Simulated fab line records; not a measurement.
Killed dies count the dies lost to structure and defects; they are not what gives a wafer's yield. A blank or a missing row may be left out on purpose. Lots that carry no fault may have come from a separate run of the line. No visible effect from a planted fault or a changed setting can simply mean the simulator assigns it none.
Lot-split experiment || flow n5_finfet || route with 1938 steps; 7 lots, 21 wafers read

SPLIT DETAILS
At N5_SD_EPI_N_ETCH_45 (etches SiOCN in CH3F/O2, target depth 6 nm), the setting target_depth_a was moved away from the recipe's 60 angstrom on 5 of the 21 wafers read, by -4.6% to +4.1%. This setting was run at the recipe's value on the other wafers.

The split's own step is where the reading is taken.

THE READING
etch.depth_nm (the simulator's own value, which no gauge read), in nm, at N5_SD_EPI_N_ETCH_45 (etches SiOCN in CH3F/O2, target depth 6 nm). There is no usual value for it anywhere in the file. Average 6.002 nm, standard deviation 0.067 nm, over the 16 wafers here run with the recipe.

{"wafer": "L074.1", "tool, chamber at the split": "rie_diel-04, 2", "target_depth_a as run, angstrom": 57.25, "against the recipe": "-4.6%", "etch.depth_nm, nm": 5.645, "against lot-mates on the recipe": -0.219}
{"wafer": "L074.4", "tool, chamber at the split": "rie_diel-04, 1", "target_depth_a as run, angstrom": 57.25, "against the recipe": "-4.6%", "etch.depth_nm, nm": 5.678, "against lot-mates on the recipe": -0.186}
{"wafer": "L074.6", "tool, chamber at the split": "rie_diel-04, 2", "target_depth_a as run, angstrom": 60, "against the recipe": "recipe", "etch.depth_nm, nm": 5.864, "against lot-mates on the recipe": "-"}
{"wafer": "L075.1", "tool, chamber at the split": "rie_diel-01, 2", "target_depth_a as run, angstrom": 60, "against the recipe": "recipe", "etch.depth_nm, nm": 6.07, "against lot-mates on the recipe": "-"}
{"wafer": "L075.3", "tool, chamber at the split": "rie_diel-01, 3", "target_depth_a as run, angstrom": 62.46, "against the recipe": "+4.1%", "etch.depth_nm, nm": 6.404, "against lot-mates on the recipe": "+0.334"}
{"wafer": "L075.6", "tool, chamber at the split": "rie_diel-01, 1", "target_depth_a as run, angstrom": 62.46, "against the recipe": "+4.1%", "etch.depth_nm, nm": 6.283, "against lot-mates on the recipe": "+0.213"}
{"wafer": "L077.4", "tool, chamber at the split": "rie_diel-02, 0", "target_depth_a as run, angstrom": 60, "against the recipe": "recipe", "etch.depth_nm, nm": 5.945, "against lot-mates on the recipe": "-"}
{"wafer": "L077.5", "tool, chamber at the split": "rie_diel-02, 3", "target_depth_a as run, angstrom": 60, "against the recipe": "recipe", "etch.depth_nm, nm": 6.017, "against lot-mates on the recipe": "-"}
{"wafer": "L077.6", "tool, chamber at the split": "rie_diel-02, 2", "target_depth_a as run, angstrom": 60, "against the recipe": "recipe", "etch.depth_nm, nm": 5.977, "against lot-mates on the recipe": "-"}
{"wafer": "L079.3", "tool, chamber at the split": "rie_diel-01, 1", "target_depth_a as run, angstrom": 60, "against the recipe": "recipe", "etch.depth_nm, nm": 6.026, "against lot-mates on the recipe": "-"}
{"wafer": "L079.4", "tool, chamber at the split": "rie_diel-01, 3", "target_depth_a as run, angstrom": 60, "against the recipe": "recipe", "etch.depth_nm, nm": 6.073, "against lot-mates on the recipe": "-"}
{"wafer": "L079.5", "tool, chamber at the split": "rie_diel-01, 2", "target_depth_a as run, angstrom": 60, "against the recipe": "recipe", "etch.depth_nm, nm": 6.025, "against lot-mates on the recipe": "-"}
{"wafer": "L084.1", "tool, chamber at the split": "rie_diel-01, 0", "target_depth_a as run, angstrom": 60, "against the recipe": "recipe", "etch.depth_nm, nm": 5.905, "against lot-mates on the recipe": "-"}
{"wafer": "L084.4", "tool, chamber at the split": "rie_diel-01, 1", "target_depth_a as run, angstrom": 60, "against the recipe": "recipe", "etch.depth_nm, nm": 6.028, "against lot-mates on the recipe": "-"}
{"wafer": "L084.6", "tool, chamber at the split": "rie_diel-01, 0", "target_depth_a as run, angstrom": 60, "against the recipe": "recipe", "etch.depth_nm, nm": 5.942, "against lot-mates on the recipe": "-"}
{"wafer": "L089.3", "tool, chamber at the split": "rie_diel-04, 3", "target_depth_a as run, angstrom": 60, "against the recipe": "recipe", "etch.depth_nm, nm": 6.063, "against lot-mates on the recipe": "-"}
{"wafer": "L089.4", "tool, chamber at the split": "rie_diel-04, 0", "target_depth_a as run, angstrom": 60, "against the recipe": "recipe", "etch.depth_nm, nm": 6.132, "against lot-mates on the recipe": "-"}
{"wafer": "L089.5", "tool, chamber at the split": "rie_diel-04, 3", "target_depth_a as run, angstrom": 60, "against the recipe": "recipe", "etch.depth_nm, nm": 6.034, "against lot-mates on the recipe": "-"}
{"wafer": "L091.1", "tool, chamber at the split": "rie_diel-02, 0", "target_depth_a as run, angstrom": 61.85, "against the recipe": "+3.1%", "etch.depth_nm, nm": 6.102, "against lot-mates on the recipe": "+0.135"}
{"wafer": "L091.2", "tool, chamber at the split": "rie_diel-02, 3", "target_depth_a as run, angstrom": 60, "against the recipe": "recipe", "etch.depth_nm, nm": 5.944, "against lot-mates on the recipe": "-"}
{"wafer": "L091.6", "tool, chamber at the split": "rie_diel-02, 3", "target_depth_a as run, angstrom": 60, "against the recipe": "recipe", "etch.depth_nm, nm": 5.99, "against lot-mates on the recipe": "-"}

FIT RESULTS
A straight line over all 21 wafers: etch.depth_nm changes by +0.0732 nm for each +1% of target_depth_a; r = +0.91; the points scatter about the line by 0.072 nm.
The same after taking each lot's own level away (the mean of its wafers on the recipe; 21 wafers): +0.0528 nm for each +1%; r = +0.93; scatter 0.043 nm.
On that fit, the largest move of target_depth_a shifts the reading by 0.24 nm.
The lots' own levels span 5.8640 to 6.0763 nm, that is 3.1 times the standard deviation above.
In other words, the slope is changed by the lot-to-lot level; the two fits disagree.
Check: for one of the wafers moved furthest among these (-4.6%), held out of the fit, the line's prediction against its lot-mates is -0.241 nm. Against them it came out at -0.219 nm.

OTHER SPLITS ON THESE WAFERS
Before the reading, these wafers also passed through other splits. Each is held against what the fit with the lots' levels taken away leaves over:
{"other split on the same wafers": "N5_FIN_SAQP_ALD_61 ald_cycles", "wafers away from the commonest value": 9, "r with etch.depth_nm (lot level and that fit taken away)": "+0.11"}
{"other split on the same wafers": "N5_FIN_SAQP_HM_DEP_03 time_s", "wafers away from the commonest value": 7, "r with etch.depth_nm (lot level and that fit taken away)": "+0.07"}
{"other split on the same wafers": "N5_FIN_SAQP_PEB_14 peb_time_s", "wafers away from the commonest value": 7, "r with etch.depth_nm (lot level and that fit taken away)": "+0.07"}
{"other split on the same wafers": "N5_FIN_SAQP_DEVELOP_15 develop_time_s", "wafers away from the commonest value": 6, "r with etch.depth_nm (lot level and that fit taken away)": "+0.01"}
{"other split on the same wafers": "N5_SD_EPI_N_EXPOSE_06 dose_mj", "wafers away from the commonest value": 4, "r with etch.depth_nm (lot level and that fit taken away)": "+0.02"}

THE FILE'S OWN FIT
etch.depth_nm changes by +0.0521 nm for each +1% of target_depth_a, r = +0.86.
